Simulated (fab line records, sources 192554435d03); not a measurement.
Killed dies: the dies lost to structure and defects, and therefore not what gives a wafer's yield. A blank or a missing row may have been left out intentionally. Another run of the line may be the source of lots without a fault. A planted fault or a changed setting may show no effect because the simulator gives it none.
fab line records	flow n5_finfet
record lots=12	wafers=36	last_day=18
route steps=1938 shown SD_ACTIVATION@334 ILD0@339 SDB@353 PASSIVATION@1936
lots untouched by any fault: they come from a run of this same line in which no faults occurred
start_h: the number of hours between the record's first day and the start of the first shown wafer of the lot	wait_h: hours elapsed since this lot's preceding step	" identical to the entry in the row above	L1.1+2: a single row standing in for several wafers	- no value, or no start was given	* or withheld: withheld	< > ~ a bound
route shown NAME@n: names a module that has steps shown in the file, with the first one's number in the route	usual: average and standard deviation across the fault-free wafers	same: alike in all rows	chamber/n: place in a boat	sites: readings site by site	_std_site: standard deviation of those values	_edge_site: inner sites' mean taken away from outer sites' mean	radius_mm: how far each site lies from the wafer's centre	mask NAME#n: copy n	behind: the last tool/chamber to shape the wafer	hold: what put the lot on hold/how long, in hours/how the hold closed	device: the n, p or np transistor that did not switch	end of line: the same wafers' tests at the end of the route	a step given without rows: its recipe and nothing more	killed: at the first sort, the dies lost to defects and structure; wafer yield is something else	map: per-die view of a wafer (x killed, . not killed, _ where there is no die)
set.NAME: the run value of the setting; set.NAME@STEP: its run value at that earlier step	model.NAME: the simulator's own value behind a step, which no gauge read
route steps across a sampled set of lots; one table per step, one row per wafer
services: when a tool's chamber went out of use (start_h, in hours from the record's first day, below 0 if earlier), for how many hours, and the reason
## steps
# step N5_SD_ACTIVATION_INSPECT_02
# recipe inspect_instrument=darkfield	mode=post_anneal
# usual raw_defect_count=185/36
lot.wafer	tool	chamber	start_h	wait_h	raw_defect_count
L435.1	defect_inspect-02	-	59.69	0.2	178
L435.4	"	-	"	"	207
L435.6	"	-	"	"	215
L436.2	defect_inspect-01	-	66.87	0.1	180
L436.3	"	-	"	"	180
L436.6	"	-	"	"	191
L437.1	defect_inspect-01	-	79.14	0.2	160
L437.3	"	-	"	"	169
L437.6	"	-	"	"	183
L441.1	defect_inspect-01	-	95.79	0.2	134
L441.3	"	-	"	"	166
L441.5	"	-	"	"	124
L442.1	defect_inspect-02	-	102.23	0.2	141
L442.2	"	-	"	"	128
L442.4	"	-	"	"	157
L443.2	defect_inspect-02	-	106.56	0.2	168
L443.3	"	-	"	"	152
L443.4	"	-	"	"	182
L446.1	defect_inspect-01	-	127.64	0.2	176
L446.3	"	-	"	"	205
L446.5	"	-	"	"	235
L448.2	defect_inspect-02	-	137.26	0.1	177
L448.5	"	-	"	"	226
L448.6	"	-	"	"	176
L449.1	defect_inspect-02	-	142.99	0.2	216
L449.4	"	-	"	"	179
L449.5	"	-	"	"	149
L454.3	defect_inspect-02	-	171.62	0.1	197
L454.5	"	-	"	"	192
L454.6	"	-	"	"	142
L455.2	defect_inspect-01	-	181.97	0.1	184
L455.3	"	-	"	"	222
L455.6	"	-	"	"	231
L456.2	defect_inspect-01	-	184.52	0.1	208
L456.5	"	-	"	"	247
L456.6	"	-	"	"	278
# step N5_ILD0_THK_MEAS_04
# usual thk_nm=197.0/1.2
lot.wafer	tool	chamber	start_h	wait_h	thk_nm
L435.1	film_metro-02	-	62.95	-	198.8
L435.4	"	-	"	"	196.6
L435.6	"	-	"	"	198.1
L436.2	film_metro-01	-	69.57	-	198.2
L436.3	"	-	"	"	198.0
L436.6	"	-	"	"	197.5
L437.1	film_metro-02	-	81.84	-	198.1
L437.3	"	-	"	"	198.2
L437.6	"	-	"	"	195.8
L441.1	film_metro-02	-	98.49	-	198.6
L441.3	"	-	"	"	197.5
L441.5	"	-	"	"	196.8
L442.1	film_metro-01	-	105.28	-	197.5
L442.2	"	-	"	"	197.7
L442.4	"	-	"	"	198.0
L443.2	film_metro-02	-	109.63	-	197.7
L443.3	"	-	"	"	196.9
L443.4	"	-	"	"	198.7
L446.1	film_metro-02	-	130.34	-	198.0
L446.3	"	-	"	"	195.3
L446.5	"	-	"	"	198.1
L448.2	film_metro-01	-	140.84	-	197.1
L448.5	"	-	"	"	198.1
L448.6	"	-	"	"	198.1
L449.1	film_metro-01	-	145.69	-	197.7
L449.4	"	-	"	"	195.5
L449.5	"	-	"	"	198.3
L454.3	film_metro-02	-	174.81	-	196.8
L454.5	"	-	"	"	195.2
L454.6	"	-	"	"	197.9
L455.2	film_metro-02	-	184.73	-	196.6
L455.3	"	-	"	"	197.9
L455.6	"	-	"	"	196.5
L456.2	film_metro-01	-	187.23	-	196.5
L456.5	"	-	"	"	197.5
L456.6	"	-	"	"	195.3
# step N5_SDB_EXPOSE_08
# recipe mask_id=SDB	na=1.35	source_shape=conventional	sigma_outer=0.5	polarization=unpolarized	dose_mj=49.6
lot.wafer	tool	chamber	start_h	wait_h	mask
L435.1+4+6	arfi_scanner-01	0	66.75	-	SDB#0
L436.2+3+6	arfi_scanner-03	0	73.54	-	SDB#0
L437.1+3+6	arfi_scanner-02	0	85.76	-	SDB#0
L441.1+3+5	arfi_scanner-03	0	102.29	-	SDB#0
L442.1+2+4	arfi_scanner-03	0	109.11	-	SDB#0
L443.2+3+4	arfi_scanner-01	0	113.73	-	SDB#0
L446.1+3+5	arfi_scanner-02	0	134.29	-	SDB#0
L448.2+5+6	arfi_scanner-02	0	144.77	-	SDB#0
L449.1+4+5	arfi_scanner-01	0	150.28	-	SDB#0
L454.3+5+6	arfi_scanner-01	0	178.74	-	SDB#0
L455.2+3+6	arfi_scanner-01	0	188.54	-	SDB#0
L456.2+5+6	arfi_scanner-01	0	191.03	-	SDB#0
# step N5_SDB_OVL_MEAS_12
# recipe points_per_wafer=44
# usual SDB_OVL=0.2/0.72
lot.wafer	tool	chamber	start_h	wait_h	SDB_OVL[nm]
L435.1	overlay-02	0	66.91	0.0	0.6
L435.4	"	0	"	"	-0.4
L435.6	"	0	"	"	-0.8
L436.2	overlay-01	0	73.69	0.0	-0.6
L436.3	"	0	"	"	0.2
L436.6	"	0	"	"	-0.8
L437.1	overlay-01	0	85.92	0.0	0.1
L437.3	"	0	"	"	0.1
L437.6	"	0	"	"	-1.0
L441.1	overlay-02	0	102.44	0.0	5.1
L441.3	"	0	"	"	4.2
L441.5	"	0	"	"	4.1
L442.1	overlay-01	0	109.26	0.0	6.3
L442.2	"	0	"	"	6.0
L442.4	"	0	"	"	6.7
L443.2	overlay-01	0	113.88	0.0	-0.9
L443.3	"	0	"	"	1.4
L443.4	"	0	"	"	-0.6
L446.1	overlay-02	0	134.45	0.0	0.9
L446.3	"	0	"	"	1.0
L446.5	"	0	"	"	0.9
L448.2	overlay-01	0	144.92	0.0	-0.1
L448.5	"	0	"	"	0.2
L448.6	"	0	"	"	0.1
L449.1	overlay-02	0	150.44	0.0	-0.2
L449.4	"	0	"	"	0.1
L449.5	"	0	"	"	-0.2
L454.3	overlay-02	0	178.89	0.0	0.8
L454.5	"	0	"	"	1.0
L454.6	"	0	"	"	0.9
L455.2	overlay-01	0	188.69	0.0	0.2
L455.3	"	0	"	"	1.1
L455.6	"	0	"	"	-0.4
L456.2	overlay-02	0	191.18	0.0	0.1
L456.5	"	0	"	"	0.3
L456.6	"	0	"	"	0.5
# step N5_SDB_STRIP_21
# recipe chemistry=CF4	resist=SiARC	power_w=300	bias_power_w=75	pressure_mtorr=50	cf4_flow_sccm=150	rf_frequency_hz=6e+07
# usual drypump_motor_current_A=5.9/0.52	oes_product_au=0.77/0.071	rf_vpp_V=271.1/1.3	showerhead_plenum_p_Torr=1.79/0.049	throttle_valve_pct=13.56/0.2
lot.wafer	tool	chamber	start_h	wait_h	drypump_motor_current_A	oes_product_au	rf_hours_counter_h	rf_vpp_V	showerhead_plenum_p_Torr	throttle_valve_pct
L435.1	rie_diel-06	1	67.22	0.0	5.7	0.88	39	270.0	1.75	13.29
L435.4	"	2	"	"	4.9	0.76	-	272.1	1.79	13.51
L435.6	"	1	"	"	5.7	0.87	-	268.8	1.75	13.29
L436.2	rie_diel-04	1	74.19	0.0	5.8	0.72	215	272.3	1.82	13.63
L436.3	"	2	"	"	6.0	0.87	36	274.1	1.91	13.46
L436.6	"	0	"	"	5.9	0.97	-	272.8	1.89	13.42
L437.1	rie_diel-06	1	86.19	0.0	5.7	0.85	47	268.0	1.75	13.30
L437.3	"	2	"	"	4.9	0.75	172	270.3	1.79	13.51
L437.6	"	0	"	"	6.4	0.79	-	271.6	1.83	13.39
L441.1	rie_diel-02	0	102.94	0.0	5.8	0.74	152	269.8	1.73	13.48
L441.3	"	2	"	"	5.9	0.71	210	270.5	1.79	13.73
L441.5	"	3	"	"	6.8	0.69	-	272.2	1.76	13.96
L442.1	rie_diel-02	3	109.53	0.0	6.8	0.69	209	270.8	1.76	13.97
L442.2	"	2	"	"	5.9	0.71	212	270.7	1.79	13.73
L442.4	"	0	"	"	5.8	0.75	154	270.2	1.73	13.48
L443.2	rie_diel-02	1	114.15	0.0	6.3	0.85	50	271.7	1.81	13.41
L443.3	"	0	"	"	5.8	0.74	155	269.3	1.73	13.49
L443.4	"	2	"	"	5.9	0.70	214	269.6	1.79	13.75
L446.1	rie_diel-02	0	134.98	0.0	5.8	0.73	163	270.2	1.72	13.53
L446.3	"	2	"	"	5.9	0.70	223	270.6	1.79	13.75
L446.5	"	0	"	"	5.8	0.73	-	268.7	1.72	13.51
L448.2	rie_diel-04	0	145.18	0.0	5.9	0.91	24	273.4	1.88	13.47
L448.5	"	0	"	"	5.9	0.90	-	272.1	1.88	13.48
L448.6	"	1	"	"	5.8	0.70	-	272.1	1.81	13.69
L449.1	rie_diel-06	2	150.97	0.0	4.9	0.74	199	271.2	1.78	13.59
L449.4	"	1	"	"	5.7	0.83	-	271.1	1.75	13.37
L449.5	"	0	"	"	6.4	0.76	-	272.2	1.82	13.47
L454.3	rie_diel-02	0	179.15	0.0	5.7	0.72	178	271.0	1.72	13.54
L454.5	"	3	"	"	6.8	0.67	-	271.3	1.76	14.01
L454.6	"	2	"	"	5.9	0.69	-	270.5	1.78	13.79
L455.2	rie_diel-02	2	188.95	0.0	5.9	0.69	242	270.5	1.78	13.81
L455.3	"	1	"	"	6.3	0.83	62	270.9	1.81	13.45
L455.6	"	3	"	"	6.8	0.68	-	271.0	1.75	14.05
L456.2	rie_diel-06	3	191.45	0.0	6.4	0.77	137	273.2	1.89	13.60
L456.5	"	0	"	"	6.4	0.75	-	271.0	1.81	13.52
L456.6	"	1	"	"	5.8	0.80	-	269.5	1.74	13.39
# step N5_PASSIVATION_PROBE_49
# usual killed_at_M0_to_M3=32/11	killed_at_M4_up=12/4.4	killed_at_contacts=13/6.1	killed_at_front_end=39/12	killed_at_other=3.9/3	killed_dies=100/17	killed_open=66/12	killed_short=33/7.4
# same gross_dies=1180	killed_at_back_side=0
lot.wafer	tool	chamber	start_h	wait_h	killed_at_M0_to_M3	killed_at_M4_up	killed_at_contacts	killed_at_front_end	killed_at_other	killed_dies	killed_open	killed_short
L442.1	prober-01	-	322.64	0.0	31	5	13	52	4	105	55	35
L442.2	prober-01	-	322.69	0.1	33	3	7	89	1	133	69	33
L442.4	prober-01	-	322.79	0.2	51	5	18	46	5	125	62	36
L441.1	prober-01	-	327.16	0.0	17	12	20	50	3	102	64	25
L441.3	prober-01	-	327.26	0.1	36	16	9	42	5	108	65	36
L441.5	prober-01	-	327.36	0.2	26	14	15	55	4	114	69	39
# killed by level:class
L442.1 SDB:overlay=13 MOL_CONTACT_COAG:geometric_particle:open=11 BEOL_M0_SAQP:geometric_particle:short=8 STI_FIN_REVEAL:geometric_particle:open=6 DUMMY_GATE:geometric_particle:open=6 GATE_CUT:geometric_particle:short=6 BEOL_M0:geometric_particle:open=5 STARTING-WAFER:geometric_particle:open=5
L442.2 SDB:overlay=31 STI_FIN_REVEAL:geometric_particle:open=18 FIN_SAQP:geometric_particle:open=13 BEOL_M0_SAQP:geometric_particle:open=12 BEOL_M0_SAQP:geometric_particle:short=11 FIN_SAQP:geometric_particle:short=9 MOL_CONTACT_COAG:geometric_particle:open=6 BEOL_M3:geometric_particle:open=5
L442.4 SDB:overlay=27 MOL_CONTACT_COAG:geometric_particle:open=14 BEOL_M0_SAQP:geometric_particle:open=11 BEOL_M0_SAQP:geometric_particle:short=11 BEOL_M3:geometric_particle:open=10 BEOL_M1:geometric_particle:open=6 BEOL_M3:geometric_particle:short=5 MOL_CONTACT_COAG:geometric_particle:short=4
L441.1 MOL_CONTACT_COAG:geometric_particle:open=16 STI_FIN_REVEAL:geometric_particle:open=15 STI_FIN_REVEAL:geometric_particle:short=6 BEOL_M4:geometric_particle:open=6 HKMG_FIN:area_etch=6 SDB:overlay=5 BEOL_M0_SAQP:geometric_particle:open=4 FIN_SAQP:geometric_particle:short=4
L441.3 BEOL_M0:geometric_particle:open=14 GATE_CUT:geometric_particle:short=9 BEOL_M4:geometric_particle:open=8 STI_FIN_REVEAL:geometric_particle:open=7 BEOL_M1:geometric_particle:open=6 SDB:overlay=6 MOL_CONTACT_COAG:geometric_particle:open=5 FIN_SAQP:geometric_particle:short=4
L441.5 STI_FIN_REVEAL:geometric_particle:open=15 FIN_SAQP:geometric_particle:short=13 MOL_CONTACT_COAG:geometric_particle:open=12 BEOL_M0_SAQP:geometric_particle:short=8 BEOL_M0_SAQP:geometric_particle:open=8 BEOL_M4:geometric_particle:open=8 GATE_CUT:geometric_particle:short=6 SDB:overlay=6
## services
tool	chamber	start_h	hours	kind
rie_diel-02	2	45.24	3.8	repair
rie_diel-06	0	56.88	6.4	repair
arfi_scanner-03	-	66.29	1.3	pm
rie_diel-06	3	67.20	121.0	repair
rie_diel-02	3	68.22	5.0	repair
arfi_scanner-03	-	74.55	3.1	pm
arfi_scanner-01	-	80.61	21.0	pm
arfi_scanner-03	-	85.25	1.0	pm
rie_diel-02	2	98.16	2.6	repair
arfi_scanner-03	-	103.10	0.8	pm
rie_diel-02	3	114.24	1.8	repair
arfi_scanner-02	-	114.40	0.7	repair
arfi_scanner-01	-	117.83	0.8	pm
arfi_scanner-01	-	125.25	1.0	pm
arfi_scanner-03	-	132.04	4.9	pm
arfi_scanner-02	-	135.32	0.8	pm
arfi_scanner-03	-	140.99	0.6	repair
arfi_scanner-02	-	145.76	1.0	pm
arfi_scanner-03	-	156.46	0.5	repair
rie_diel-02	-	158.13	14.6	pm
arfi_scanner-03	-	179.81	1.7	repair
arfi_scanner-03	-	183.61	0.8	repair
arfi_scanner-02	-	186.03	6.4	repair
rie_diel-06	2	189.17	6.4	repair
## key
first_sign step=N5_SDB_OVL_MEAS_12	reading=SDB_OVL	direction=up	sigmas=7.3	usual=0.2	struck=5.4
effect none on later readings
met_at N5_SDB_EXPOSE_08
struck_lots L441,L442
tester_left_out L441,L442
not_acting_at N5_SD_ACTIVATION_INSPECT_02,N5_ILD0_THK_MEAS_04,N5_SDB_STRIP_21
onset_between 73.54 102.29
fault kind=scanner_matching_overlay	tool=arfi_scanner-03	chamber=-	onset_h=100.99	steps=N5_SDB_EXPOSE_08	offset=5.5992
# tester_left_out: of these lots the tester's yield and bins aren't shown, on N5 and GAA mostly nor the transistor test; their killed dies are dies lost to structure and defects alone, not to doping, threshold or leakage, so they don't give the yield
